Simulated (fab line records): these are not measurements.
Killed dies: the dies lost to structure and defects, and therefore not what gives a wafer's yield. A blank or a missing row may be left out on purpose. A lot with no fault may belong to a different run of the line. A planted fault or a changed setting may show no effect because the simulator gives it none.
fab line records	flow n5-finfet
record: lots: 6	wafers: 18	last-day: 18
route steps=1938 shown BEOL_M9@1410
lots untouched by any fault: they come from a run of this same line in which no faults occurred
start-h: hours from the record's first day to the start of the lot's first wafer shown	wait-h: hours since the lot's step before	" as in the row above	L1.1+2: a row that stands for several wafers	- no value, or no start was given	* or withheld: withheld	< > ~ a bound
route shown NAME@n: NAME is a module with steps in the file, n the number in the route of the first one	usual: mean/standard deviation of fault-free wafers	same: alike in all rows	chamber/n: place in a boat	sites: per-site readings	_std_site: the standard deviation of these	_edge_site: mean of outer sites minus mean of inner sites	radius-mm: for every site, how far away it sits from the centre of the wafer	mask NAME#n: copy n	behind: the most recent tool/chamber to have shaped the wafer	hold: the reason the lot was held/the length of the hold in hours/how it ended	device: transistor that didn't switch, given as n, p or np	end of line: tests run on the same wafers once the route is complete	where a step has no rows: the recipe by itself	killed: the dies lost at the first sort to structure and to defects; this is not the yield of the wafer	map: shows each die of a wafer: x if killed, . if not, _ if none is there
set.NAME: the setting as run; set.NAME@STEP: as run at that earlier step	model.NAME: the simulator's own value behind a step, which no gauge read
certain route steps with their lots: each step a table, each wafer a row
services: a tool's chamber out of use, with start hour (start-h, from the record's first day; less than 0 if before it), hours out, and reason
== steps ==
step: N5_BEOL_M9_SOFTBAKE_06
recipe: temp-c: 110	time-s: 60	resist: CAR-ArF
step: N5_BEOL_M9_EXPOSE_08
recipe: mask-id: M9	na: 1.35	source-shape: dipole	sigma-inner: 0.411	sigma-outer: 0.611	polarization: te	dose-mj: 53.75
step: N5_BEOL_M9_PEB_09
recipe: peb-temp-c: withheld	peb-time-s: 60	resist: CAR-ArF
step: N5_BEOL_M9_DEVELOP_10
recipe: develop-time-s: 30	developer: TMAH	resist: CAR-ArF	rinse-liquid: diw	dry: air-spin	dev-temp-c: 23
step: N5_BEOL_M9_CD_MEAS_11
recipe: target-cd-nm: 64.1	landing-energy-ev: 500	detector: se-inlens	polarity: opening
usual: cd-nm: 64.1/0.53
lot.wafer	tool	chamber	start-h	wait-h	cd-nm
L584.1	cd-sem-02	0	284.40	-	63.1
L584.3	"	0	"	"	63.5
L584.6	"	0	"	"	64.2
L586.4	cd-sem-01	0	286.75	-	63.9
L586.5	"	0	"	"	63.9
L586.6	"	0	"	"	63.4
L593.2	cd-sem-03	0	329.03	-	64.5
L593.3	"	0	"	"	64.4
L593.5	"	0	"	"	63.4
L594.2	cd-sem-01	0	332.06	-	63.7
L594.5	"	0	"	"	63.3
L594.6	"	0	"	"	63.3
L595.1	cd-sem-01	0	347.47	-	64.1
L595.5	"	0	"	"	64.1
L595.6	"	0	"	"	64.7
L597.1	cd-sem-03	0	354.63	-	64.3
L597.5	"	0	"	"	64.0
L597.6	"	0	"	"	64.3
step: N5_BEOL_M9_OVL_MEAS_12
recipe: points-per-wafer: 44
usual: M9_OVL: 0.0/0.98
lot.wafer	tool	chamber	start-h	wait-h	M9_OVL[nm]
L584.1	overlay-01	0	284.43	0.0	-0.2
L584.3	"	0	"	"	1.2
L584.6	"	0	"	"	1.3
L586.4	overlay-01	0	286.78	0.0	0.7
L586.5	"	0	"	"	0.1
L586.6	"	0	"	"	0.4
L593.2	overlay-01	0	329.06	0.0	0.7
L593.3	"	0	"	"	0.6
L593.5	"	0	"	"	0.2
L594.2	overlay-02	0	332.09	0.0	1.2
L594.5	"	0	"	"	0.6
L594.6	"	0	"	"	0.5
L595.1	overlay-02	0	347.50	0.0	-1.0
L595.5	"	0	"	"	-0.1
L595.6	"	0	"	"	-0.7
L597.1	overlay-01	0	354.66	0.0	1.8
L597.5	"	0	"	"	1.4
L597.6	"	0	"	"	0.0
step: N5_BEOL_M9_INSPECT_13
recipe: mode: adi	inspect-instrument: brightfield
usual: raw-defect-count: 410/98
lot.wafer	tool	chamber	start-h	wait-h	raw-defect-count
L584.1	defect-inspect-01	-	284.45	0.0	341
L584.3	"	-	"	"	324
L584.6	"	-	"	"	301
L586.4	defect-inspect-01	-	286.81	0.0	345
L586.5	"	-	"	"	425
L586.6	"	-	"	"	342
L593.2	defect-inspect-02	-	329.08	0.0	331
L593.3	"	-	"	"	532
L593.5	"	-	"	"	413
L594.2	defect-inspect-01	-	332.11	0.0	388
L594.5	"	-	"	"	404
L594.6	"	-	"	"	401
L595.1	defect-inspect-02	-	347.52	0.0	341
L595.5	"	-	"	"	522
L595.6	"	-	"	"	570
L597.1	defect-inspect-02	-	354.69	0.0	356
L597.5	"	-	"	"	334
L597.6	"	-	"	"	281
step: N5_BEOL_M9_DESCUM_16
recipe: chemistry: O2	time-s: 7.9	source-power-w: 50	bias-power-w: 20	pressure-mtorr: 20	rf-frequency-hz: 2.712e+07	temp-c: 40	resist: CAR-ArF	o2-flow-sccm: 225
usual: bias-power-w: 20.00/0.059	drypump-motor-current-A: 5.8/0.59	oes-product-au: 0.83/0.096	rf-vpp-V: 243.5/1.4	showerhead-plenum-p-Torr: 2.11/0.079	throttle-valve-pct: 20.36/0.17
lot.wafer	tool	chamber	start-h	wait-h	bias-power-w	drypump-motor-current-A	oes-product-au	rf-hours-counter-h	rf-vpp-V	showerhead-plenum-p-Torr	throttle-valve-pct
L584.1	rie-diel-03	1	284.49	0.0	20.04	6.1	0.71	176	243.5	2.18	20.61
L584.3	"	3	"	"	20.00	6.5	0.86	45	245.0	2.23	20.16
L584.6	"	1	"	"	20.04	6.1	0.71	-	245.1	2.18	20.61
L586.4	rie-diel-03	2	286.96	0.1	20.05	5.5	0.71	221	242.3	2.06	20.55
L586.5	"	0	"	"	20.03	5.2	0.70	-	240.5	2.00	20.32
L586.6	"	3	"	"	19.96	6.4	0.85	-	245.1	2.23	20.17
L593.2	rie-diel-01	0	329.14	0.1	20.03	5.8	0.86	68	244.2	2.21	20.24
L593.3	"	2	"	"	20.04	6.6	0.87	37	243.5	2.05	20.50
L593.5	"	1	"	"	19.96	4.7	0.87	-	243.4	2.12	20.39
L594.2	rie-diel-04	1	332.14	0.0	20.04	5.4	0.85	57	243.9	2.12	20.35
L594.5	"	2	"	"	20.15	6.1	0.92	-	243.2	2.05	20.30
L594.6	"	3	"	"	19.99	6.7	0.96	-	246.4	2.23	19.95
L595.1	rie-diel-01	1	347.57	0.1	19.99	4.7	0.86	49	243.8	2.12	20.39
L595.5	"	3	"	"	19.93	6.2	0.74	-	243.3	2.00	20.27
L595.6	"	0	"	"	20.02	5.8	0.86	-	245.0	2.21	20.24
L597.1	rie-diel-04	2	354.73	0.0	19.99	6.1	0.90	32	244.0	2.05	20.30
L597.5	"	1	"	"	20.07	5.4	0.85	-	242.3	2.11	20.36
L597.6	"	2	"	"	19.94	6.1	0.90	-	241.3	2.05	20.31
step: N5_BEOL_M9_ETCH_61
recipe: chemistry: CF4	target: SiARC	target-depth-a: 390	mask-material: CAR-ArF	time-s: 65	ion-energy-ev: 80	pressure-mtorr: 40	source-w: 545	bias-w: 36	Ar_flow_sccm: 100	cf4-flow-sccm: 100	ends: cleared
usual: drypump-motor-current-A: 5.8/0.59	etch-rf-on-time-s: 64.3/1	oes-product-au: 0.71/0.084	rf-vpp-V: 184.3/1.2	showerhead-plenum-p-Torr: 2.16/0.076	throttle-valve-pct: 15.54/0.19
lot.wafer	tool	chamber	start-h	wait-h	drypump-motor-current-A	etch-rf-on-time-s	oes-product-au	rf-hours-counter-h	rf-vpp-V	showerhead-plenum-p-Torr	throttle-valve-pct
L584.1	rie-diel-03	1	284.52	0.0	6.1	65.6	0.60	176	186.4	2.22	15.78
L584.3	"	3	"	"	6.4	65.0	0.73	45	184.6	2.26	15.29
L584.6	"	1	"	"	6.1	65.4	0.61	-	185.0	2.22	15.78
L586.4	rie-diel-03	2	286.99	0.0	5.5	64.0	0.61	221	182.3	2.12	15.81
L586.5	"	0	"	"	5.1	64.7	0.60	-	182.8	2.05	15.59
L586.6	"	3	"	"	6.5	65.1	0.73	-	185.0	2.26	15.30
L593.2	rie-diel-01	0	329.18	0.0	5.8	63.5	0.74	68	184.8	2.25	15.39
L593.3	"	2	"	"	6.6	63.6	0.75	37	183.7	2.09	15.55
L593.5	"	1	"	"	4.7	63.8	0.75	-	185.1	2.18	15.56
L594.2	rie-diel-04	1	332.18	0.0	5.4	63.1	0.73	57	183.7	2.18	15.55
L594.5	"	2	"	"	6.1	64.1	0.79	-	183.0	2.10	15.42
L594.6	"	3	"	"	6.8	62.8	0.84	-	184.1	2.28	15.15
L595.1	rie-diel-01	1	347.61	0.0	4.7	63.6	0.74	49	185.4	2.18	15.58
L595.5	"	3	"	"	6.2	65.1	0.63	-	182.8	2.05	15.50
L595.6	"	0	"	"	5.8	63.2	0.73	-	185.6	2.25	15.41
L597.1	rie-diel-04	2	354.76	0.0	6.1	63.9	0.78	32	183.7	2.10	15.42
L597.5	"	1	"	"	5.4	62.8	0.72	-	184.9	2.17	15.58
L597.6	"	2	"	"	6.1	64.2	0.78	-	184.2	2.10	15.43
step: N5_BEOL_M9_ETCH_62
recipe: chemistry: N2/H2	target: SOC	target-depth-a: 1100	overetch-a: 220	mask-material: SiARC	temp-c: 40	time-s: 165	ion-energy-ev: 200	pressure-mtorr: 30	source-w: 840	bias-w: 150	n2-flow-sccm: 200	h2-flow-sccm: 200
usual: drypump-motor-current-A: 5.8/0.6	oes-product-au: 0.70/0.078	rf-vpp-V: 524.6/2.9	showerhead-plenum-p-Torr: 2.57/0.095	throttle-valve-pct: 17.75/0.22
lot.wafer	tool	chamber	start-h	wait-h	drypump-motor-current-A	oes-product-au	rf-hours-counter-h	rf-vpp-V	showerhead-plenum-p-Torr	throttle-valve-pct
L584.1	rie-diel-03	1	284.57	0.0	6.1	0.60	176	525.3	2.64	17.91
L584.3	"	3	"	"	6.4	0.72	45	527.7	2.69	17.50
L584.6	"	1	"	"	6.1	0.60	-	526.2	2.64	17.92
L586.4	rie-diel-03	2	287.04	0.0	5.5	0.60	221	523.0	2.51	18.12
L586.5	"	0	"	"	5.2	0.60	-	520.4	2.42	17.70
L586.6	"	3	"	"	6.5	0.72	-	527.7	2.69	17.49
L593.2	rie-diel-01	0	329.23	0.0	5.8	0.73	68	528.7	2.68	17.55
L593.3	"	2	"	"	6.5	0.74	37	521.1	2.48	17.86
L593.5	"	1	"	"	4.7	0.74	-	524.5	2.59	17.81
L594.2	rie-diel-04	1	332.23	0.0	5.4	0.71	57	524.7	2.57	17.69
L594.5	"	2	"	"	6.1	0.77	-	522.4	2.49	17.68
L594.6	"	3	"	"	6.7	0.81	-	529.2	2.71	17.26
L595.1	rie-diel-01	1	347.66	0.0	4.7	0.72	49	525.5	2.59	17.81
L595.5	"	3	"	"	6.2	0.63	-	520.2	2.44	17.71
L595.6	"	0	"	"	5.8	0.72	-	529.1	2.68	17.57
L597.1	rie-diel-04	2	354.81	0.0	6.1	0.76	32	523.3	2.49	17.69
L597.5	"	1	"	"	5.4	0.71	-	524.2	2.57	17.69
L597.6	"	2	"	"	6.1	0.76	-	523.4	2.49	17.70
step: N5_BEOL_M9_STRIP_68
recipe: chemistry: N2/H2	temp-c: 40	n2-flow-sccm: 200	h2-flow-sccm: 200	rf-frequency-hz: 6e+07
step: N5_BEOL_M9_STRIP_67
recipe: chemistry: CF4	resist: SiARC	power-w: 300	bias-power-w: 75	pressure-mtorr: 50	cf4-flow-sccm: 150	rf-frequency-hz: 6e+07
usual: bias-power-w: 75.04/0.23	drypump-motor-current-A: 5.8/0.6	oes-product-au: 0.82/0.092	rf-vpp-V: 271.5/1.6	showerhead-plenum-p-Torr: 1.81/0.063	throttle-valve-pct: 13.50/0.2
lot.wafer	tool	chamber	start-h	wait-h	bias-power-w	drypump-motor-current-A	oes-product-au	rf-hours-counter-h	rf-vpp-V	showerhead-plenum-p-Torr	throttle-valve-pct
L584.1	rie-diel-03	1	284.72	0.0	75.13	6.1	0.71	176	272.9	1.86	13.77
L584.3	"	3	"	"	75.23	6.4	0.85	45	272.2	1.89	13.26
L584.6	"	1	"	"	75.19	6.1	0.71	-	272.2	1.86	13.77
L586.4	rie-diel-03	2	287.19	0.0	75.28	5.5	0.71	221	271.3	1.78	13.80
L586.5	"	0	"	"	75.03	5.1	0.71	-	269.3	1.72	13.60
L586.6	"	3	"	"	74.73	6.4	0.85	-	273.0	1.89	13.26
L593.2	rie-diel-01	0	329.37	0.0	75.18	5.9	0.86	68	273.5	1.89	13.36
L593.3	"	2	"	"	75.30	6.6	0.87	37	271.3	1.75	13.47
L593.5	"	1	"	"	74.90	4.7	0.86	-	272.2	1.82	13.48
L594.2	rie-diel-04	1	332.37	0.0	75.32	5.4	0.85	57	272.0	1.82	13.47
L594.5	"	2	"	"	75.15	6.1	0.93	-	269.2	1.76	13.34
L594.6	"	3	"	"	75.27	6.8	0.95	-	274.7	1.91	13.10
L595.1	rie-diel-01	1	347.80	0.0	75.30	4.7	0.86	49	271.6	1.82	13.49
L595.5	"	3	"	"	75.02	6.2	0.73	-	268.5	1.72	13.51
L595.6	"	0	"	"	74.98	5.9	0.84	-	272.5	1.89	13.37
L597.1	rie-diel-04	2	354.96	0.0	75.17	6.1	0.90	32	270.1	1.76	13.38
L597.5	"	1	"	"	75.06	5.4	0.84	-	271.2	1.82	13.49
L597.6	"	2	"	"	75.33	6.1	0.90	-	269.5	1.76	13.38
step: N5_BEOL_M9_HM_OPEN_17
recipe: chemistry: Cl2/BCl3	target-depth-a: 200	overetch-a: 60	target: TiN	mask-material: SOC	ion-energy-ev: 150	pressure-mtorr: 10	icp-w: 1000	bias-w: 126	Cl2_flow_sccm: 53.25	bcl3-flow-sccm: 21.75	Ar_flow_sccm: 25
usual: drypump-motor-current-A: 5.76/0.28	he-backside-leak-sccm: 3.33/0.21	oes-product-au: 0.68/0.078	throttle-valve-pct: 22.11/0.12
lot.wafer	tool	chamber	start-h	wait-h	drypump-motor-current-A	he-backside-leak-sccm	oes-product-au	rf-hours-counter-h	throttle-valve-pct	model.SOC_of_BEOL_M9_COAT_59.thk-nm
L584.1	rie-metal-01	1	284.76	0.0	6.34	3.52	0.63	57	22.06	92
L584.3	"	0	"	"	5.70	3.27	0.77	-	22.02	92.4
L584.6	"	1	"	"	6.33	3.50	0.63	-	22.05	92.2
L586.4	rie-metal-03	0	287.26	0.1	5.98	3.38	0.58	-	21.95	92.4
L586.5	"	0	"	"	6.00	3.38	0.58	-	21.96	92.2
L586.6	"	1	"	"	5.84	3.11	0.80	-	22.24	92.2
L593.2	rie-metal-01	0	329.44	0.1	5.70	3.85	0.73	-	22.04	89
L593.3	"	0	"	"	5.71	3.87	0.74	-	22.06	92
L593.5	"	0	"	"	5.73	3.72	0.74	-	22.04	92
L594.2	rie-metal-01	0	332.44	0.1	5.70	3.41	0.74	-	22.04	89
L594.5	"	0	"	"	5.70	3.52	0.74	-	22.06	92
L594.6	"	0	"	"	5.73	3.36	0.74	-	22.04	89.2
L595.1	rie-metal-03	1	347.84	0.0	5.83	3.24	0.76	8	22.26	91.8
L595.5	"	1	"	"	5.83	3.03	0.75	-	22.28	91.8
L595.6	"	0	"	"	5.99	3.42	0.58	-	21.96	92.6
L597.1	rie-metal-03	1	355.00	0.0	5.81	3.02	0.75	9	22.27	91.8
L597.5	"	1	"	"	5.79	3.04	0.76	-	22.26	92
L597.6	"	0	"	"	5.99	3.37	0.57	-	21.96	93
step: N5_BEOL_M9_STRIP_19
recipe: chemistry: O2	power-w: 400	temp-c: 40	pressure-mtorr: 30	rf-frequency-hz: 6e+07	bias-power-w: 0	overash-fraction: 0.2	o2-flow-sccm: 225
usual: drypump-motor-current-A: 5.9/0.56	oes-product-au: 0.78/0.092	rf-vpp-V: 3.7/0.64	showerhead-plenum-p-Torr: 2.12/0.086	throttle-valve-pct: 16.64/0.19
same: bias-power-w: 0	overash-fraction: 0.2
lot.wafer	tool	chamber	start-h	wait-h	drypump-motor-current-A	oes-product-au	rf-hours-counter-h	rf-vpp-V	showerhead-plenum-p-Torr	throttle-valve-pct
L584.1	rie-diel-01	2	284.87	0.1	6.5	0.90	22	4.2	2.06	16.70
L584.3	"	0	"	"	5.8	0.88	55	2.7	2.22	16.45
L584.6	"	2	"	"	6.6	0.90	-	3.5	2.06	16.68
L586.4	rie-diel-04	2	287.38	0.1	6.1	0.98	7	2.2	2.06	16.46
L586.5	"	3	"	"	6.8	0.66	-	3.0	1.98	16.62
L586.6	"	0	"	"	5.4	0.75	-	2.8	2.16	16.85
L593.2	rie-diel-04	0	329.67	0.2	5.4	0.72	210	3.8	2.16	16.89
L593.3	"	1	"	"	5.4	0.86	56	3.2	2.12	16.54
L593.5	"	1	"	"	5.4	0.85	-	4.6	2.12	16.58
L594.2	rie-diel-04	0	332.62	0.1	5.3	0.73	211	3.9	2.16	16.91
L594.5	"	2	"	"	6.1	0.91	-	3.6	2.06	16.53
L594.6	"	3	"	"	6.7	0.95	-	4.2	2.24	16.20
L595.1	rie-diel-03	0	348.09	0.2	5.1	0.70	213	4.7	2.00	16.64
L595.5	"	0	"	"	5.1	0.71	-	4.3	2.00	16.64
L595.6	"	3	"	"	6.5	0.82	-	4.7	2.22	16.45
L597.1	rie-diel-03	3	355.11	0.1	6.5	0.82	70	3.3	2.22	16.43
L597.5	"	2	"	"	5.5	0.69	-	3.9	2.06	16.88
L597.6	"	1	"	"	6.1	0.69	-	4.2	2.18	16.92
== services ==
tool	chamber	start-h	hours	kind
rie-diel-01	3	284.47	7.4	repair
rie-diel-04	3	295.36	-	clean
rie-diel-04	3	295.36	-	consumable-replace:focus-ring
rie-diel-04	3	295.36	-	consumable-replace:showerhead
rie-diel-04	3	295.36	27.3	scheduled-down
rie-diel-04	3	295.36	27.3	vent-cycle
rie-metal-01	1	302.94	43.3	repair
== key ==
first-sign none at tools or gauges
model-effect: step: N5_BEOL_M9_HM_OPEN_17	value: SOC_of_BEOL_M9_COAT_59.thk-nm	without: 91.87	struck: 89.07
met-at N5_BEOL_M9_HM_OPEN_17
struck-wafers L593.2,L594.2,L594.6
onset-between 284.76 329.44
fault: kind: process-parameter-drift	tool: rie-metal-01	chamber: -	onset-h: 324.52	steps: N5_BEOL_M9_HM_OPEN_17	channel: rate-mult	offset: 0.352	shape: step	end-h: 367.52	scope: struck-wafers-only
